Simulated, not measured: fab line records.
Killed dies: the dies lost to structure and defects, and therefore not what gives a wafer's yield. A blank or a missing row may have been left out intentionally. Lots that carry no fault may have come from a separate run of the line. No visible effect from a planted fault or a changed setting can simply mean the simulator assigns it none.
Which tool is to blame?	flow nand_harc	Sampling: 12 lots, 36 wafers, 5 of 1159 route steps

== WHAT THE GAUGES READ, wafer by wafer ==
NHARC_A_BONDPAD_THK_MEAS_20: measures by xrf.
lot	measured	on	thk_nm (nm)
L074	day 18 03:58	film_metro-02	170.7 171.0 170.2
L076	day 18 08:53	film_metro-02	169.0 170.3 167.8
L078	day 19 10:43	film_metro-01	171.0 169.1 169.7
L080	day 20 11:01	film_metro-01	167.7 170.3 167.0
L084	day 20 17:35	film_metro-02	172.3 170.3 170.1
L086	day 22 07:13	film_metro-02	169.0 172.2 171.7
L088	day 22 13:21	film_metro-01	171.1 167.7 169.4
L091	day 23 00:37	film_metro-01	167.9 168.3 167.2
L089	day 23 02:36	film_metro-02	167.0 169.1 166.2
L094	day 23 10:23	film_metro-02	170.0 168.6 167.9
L095	day 23 20:06	film_metro-01	171.3 170.4 169.7
L097	day 24 11:58	film_metro-02	169.3 168.5 170.9

== WHICH TOOL RAN EACH LOT (tool, then ch and the chambers of the sampled wafers, then the start) ==
lot	NHARC_A_BLC_STRIP_29	NHARC_A_M0_ANNEAL_30	NHARC_A_M0_DEP_32	NHARC_A_BONDPAD_DEGAS_25
L074	rie_diel-07 ch 0,1, day 17 12:43	rtp_anneal-02 ch 0, day 17 18:32	pecvd-02 ch 1,2, day 17 19:37	pvd_sputter-01, day 18 02:34
L076	rie_diel-11 ch 1,3, day 17 18:15	rtp_anneal-02 ch 0, day 17 23:14	pecvd-01 ch 0,1,2, day 18 00:12	pvd_sputter-02, day 18 07:27
L078	rie_diel-07 ch 0,2, day 18 15:31	rtp_anneal-02 ch 0, day 19 01:08	pecvd-01 ch 0,1, day 19 02:03	pvd_sputter-01, day 19 09:19
L080	rie_diel-02 ch 0,1,2, day 19 16:50	rtp_anneal-01 ch 0, day 20 01:15	pecvd-02 ch 0,1,2, day 20 02:29	pvd_sputter-02, day 20 09:37
L084	rie_diel-11 ch 0,1,3, day 19 22:58	rtp_anneal-02 ch 0, day 20 08:19	pecvd-01 ch 0,2, day 20 09:22	pvd_sputter-02, day 20 16:12
L086	rie_diel-11 ch 1,2,3, day 21 05:31	rtp_anneal-02 ch 0, day 21 21:35	pecvd-04 ch 0,2, day 21 22:35	pvd_sputter-02, day 22 05:47
L088	rie_diel-07 ch 0,1,2, day 21 15:56	rtp_anneal-01 ch 0, day 22 03:25	pecvd-01 ch 0,2, day 22 04:22	pvd_sputter-02, day 22 11:56
L091	rie_diel-07 ch 0,3, day 22 01:57	rtp_anneal-02 ch 0, day 22 15:12	pecvd-01 ch 0,1,2, day 22 16:08	pvd_sputter-02, day 22 23:14
L089	rie_diel-07 ch 1,2, day 22 03:56	rtp_anneal-02 ch 0, day 22 16:30	pecvd-04 ch 1,2, day 22 17:29	pvd_sputter-03, day 23 01:07
L094	rie_diel-11 ch 0,3, day 22 17:25	rtp_anneal-01 ch 0, day 22 23:46	pecvd-01 ch 0,1,2, day 23 00:46	pvd_sputter-02, day 23 08:23
L095	rie_diel-11 ch 2,3, day 23 02:37	rtp_anneal-02 ch 0, day 23 10:49	pecvd-02 ch 0,2, day 23 11:45	pvd_sputter-02, day 23 18:43
L097	rie_diel-02 ch 0,1,2, day 23 16:38	rtp_anneal-01 ch 0, day 24 02:10	pecvd-01 ch 0,2, day 24 03:28	pvd_sputter-02, day 24 10:32
- NHARC_A_BLC_STRIP_29: strips in CF4.
- NHARC_A_M0_ANNEAL_30: time 90 s.
- NHARC_A_M0_DEP_32: deposits SiCN, target thk 30 nm.
- NHARC_A_BONDPAD_DEGAS_25: time 60 s.

== THE ANSWER, worked out from the rows above alone ==
Rule: what is usual is taken from the lots themselves. Put in order of their means at a reading, lots are off if they are a third of the lots or fewer, leave a main group of 4 or more, and stand apart from it by a gap of 3 or more times the standard deviation of the main group's means; of several such gaps the widest counts. If all means in a main group match to the digits the tables above print for the reading, that group is not used. A lot without any number at a reading at which 4 lots or more have one is off too. All remaining lots with rows at the step are treated as sound.
No lot is off on any of the readings shown, so nothing can be concluded from this.

== WHAT THE SIMULATOR HAD INSERTED ==
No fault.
